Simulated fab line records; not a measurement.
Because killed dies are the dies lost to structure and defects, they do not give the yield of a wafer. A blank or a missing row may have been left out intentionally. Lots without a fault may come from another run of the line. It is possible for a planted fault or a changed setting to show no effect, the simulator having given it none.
Chamber matching -- flow n5Finfet -- 4 sister chambers for N5_ILD0_CMP_12 on cmp-04
The step polishes SiNx, stops on poly-Si, t overpolish 6 s, target thk 17.67 nm. 4 wafers are shown with their chamber, then 9 later ones without.

WAFERS PAIRED WITH THEIR CHAMBERS
wafer,chamber,motorCurrentA (A)
L089.2,3,8.4
L091.1,0,10.2
L091.4,2,9.5
L091.6,1,8.9

WAFERS MISSING THEIR CHAMBER
wafer,motorCurrentA (A)
L092.2,10.7
L092.3,9.1
L092.6,8.8
L093.1,9.0
L093.3,10.5
L093.5,9.5
L095.2,9.5
L095.4,8.5
L095.5,8.5

WHICH CHAMBER EACH WENT THROUGH
wafer,from the rows above,in truth
L092.2,0,0
L092.3,can't be placed: 1 or 2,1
L092.6,can't be placed: 1 or 3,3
L093.1,can't be placed: 1 or 2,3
L093.3,0,0
L093.5,2,2
L095.2,2,2
L095.4,can't be placed: 3 or 1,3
L095.5,can't be placed: 3 or 1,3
Correctly placed: 4 of 9. Cannot be placed on the basis of these rows: 5; the candidates contain the true chamber in 4. Number placed wrongly: 0.
How it was worked out, from the rows above alone: a wafer's distance from a chamber is the root of the sum, over the readings, of the square of ((its reading less the chamber's mean) divided by the reading's scatter). If the next closest chamber is less than 2 further off than the closest, the wafer can't be placed; otherwise it belongs to the closest. For every chamber, the mean is computed from those of its wafers that are shown. The scatter: root of mean squared gap, hidden wafer to nearest shown wafer, with one shown wafer a chamber.
